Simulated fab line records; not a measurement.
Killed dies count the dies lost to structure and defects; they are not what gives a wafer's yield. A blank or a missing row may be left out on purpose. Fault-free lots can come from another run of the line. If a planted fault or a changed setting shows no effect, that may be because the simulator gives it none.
One fault seen from 2 desks + flow n5-finfet + numbers are kept per desk, each desk with only its own; the story behind them comes last

## FOR THE TOOL OWNER'S DESK: rie-si-04
The tool's own readings at N5_SD_EPI_P_SD_RECESS_17 (chemistry HBr/Cl2/O2, target depth 39.1 nm, bt time 3 s): means of the sampled wafers that have a number, for each lot that ran on this tool. Marked OUT: a lot whose mean sits more than 4 standard deviations from the usual mean, which makes it out of limits; the brackets give that distance.
Columns: A = drypump-motor-current-A at N5_SD_EPI_P_SD_RECESS_17, usual 5.86 A; B = he-backside-leak-sccm at N5_SD_EPI_P_SD_RECESS_17, usual 2.8 sccm; C = oes-product-au at N5_SD_EPI_P_SD_RECESS_17, usual 1.000 a.u.; D = throttle-valve-pct at N5_SD_EPI_P_SD_RECESS_17, usual 37.1 %
| lot  | first seen here | A    | B   | C     | D    |
|------|-----------------|------|-----|-------|------|
| L678 | day 4 06:51     | 5.64 | 3.1 | 0.988 | 37.4 |
| L688 | day 6 19:27     | 6.08 | 2.8 | 0.997 | 37.5 |
| L689 | day 7 01:14     | 6.10 | 2.8 | 0.986 | 37.1 |
| L691 | day 7 12:18     | 5.71 | 2.8 | 0.973 | 37.4 |
This desk found nothing out of limits on any of the 4 lots.

## METROLOGY DESK
What the gauges read for every lot (on any tool): the sampled wafers with a number, averaged. Marked OUT: a lot whose mean sits more than 4 standard deviations from the usual mean, which makes it out of limits; the brackets give that distance. 7 of its 15 readings are shown: the first one out of limits and those lying furthest out on some lot.
Columns: A = CJ_P at N5_BEOL_M4_RC_MEAS_101, usual 5.78; B = IOFF_P at N5_BEOL_M4_RC_MEAS_101, usual 0.210 nA/um; C = ION_P at N5_BEOL_M4_RC_MEAS_101, usual 465 uA/um; D = REXT_P at N5_BEOL_M4_RC_MEAS_101, usual 100.1 ohm.um; E = VT_N at N5_BEOL_M4_RC_MEAS_101, usual 249.9 mV; F = VT_P at N5_BEOL_M4_RC_MEAS_101, usual -250 mV; G = VT_P_LVT at N5_BEOL_M4_RC_MEAS_101, usual -99.0 mV
| lot  | first seen here | A               | B     | C   | D     | E     | F    | G      |
|------|-----------------|-----------------|-------|-----|-------|-------|------|--------|
| L678 | day 4 04:35     | 5.71            | 0.227 | 465 | 96.0  | 249.2 | -248 | -98.1  |
| L682 | day 5 03:47     | 5.77            | 0.246 | 475 | 99.1  | 248.0 | -245 | -94.2  |
| L683 | day 5 10:43     | 5.70            | 0.238 | 465 | 103.5 | 248.5 | -246 | -96.4  |
| L688 | day 6 17:43     | 5.81            | 0.226 | 468 | 99.4  | 249.6 | -248 | -98.0  |
| L689 | day 6 22:54     | 5.04 (-5.7) OUT | 0.239 | 458 | 104.0 | 246.4 | -248 | -96.7  |
| L690 | day 7 04:47     | 5.71            | 0.177 | 452 | 101.8 | 253.3 | -255 | -102.0 |
| L691 | day 7 10:25     | 5.07 (-5.4) OUT | 0.156 | 442 | 104.5 | 250.3 | -258 | -105.7 |
| L695 | day 8 11:18     | 5.81            | 0.209 | 463 | 102.3 | 250.4 | -249 | -100.0 |
| L697 | day 9 03:12     | 5.64            | 0.182 | 456 | 103.5 | 250.8 | -252 | -101.9 |
This desk's finding: out of limits on L689, L691; first on L689, day 12 01:39 (CJ_P at N5_BEOL_M4_RC_MEAS_101). In limits: L678, L682, L683, L688, L690, L695, L697.

## TAKEN TOGETHER
The metrology desk could have raised an alarm at day 12 01:39, on L689, L691.
The tool owner's desk saw nothing out of limits.
On record at the tool owner's desk: L689, L691, within its limits.
N5_SD_EPI_P_SD_RECESS_17 was run on rie-si-04 by each of the lots named.

## WHAT WAS PUT IN BY THE SIMULATOR
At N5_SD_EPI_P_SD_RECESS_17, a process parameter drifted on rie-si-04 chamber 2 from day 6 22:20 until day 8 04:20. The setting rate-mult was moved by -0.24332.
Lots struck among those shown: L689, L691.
Time in hours between the start of the fault and the first out-of-limits reading at each desk: metrology desk, 123.
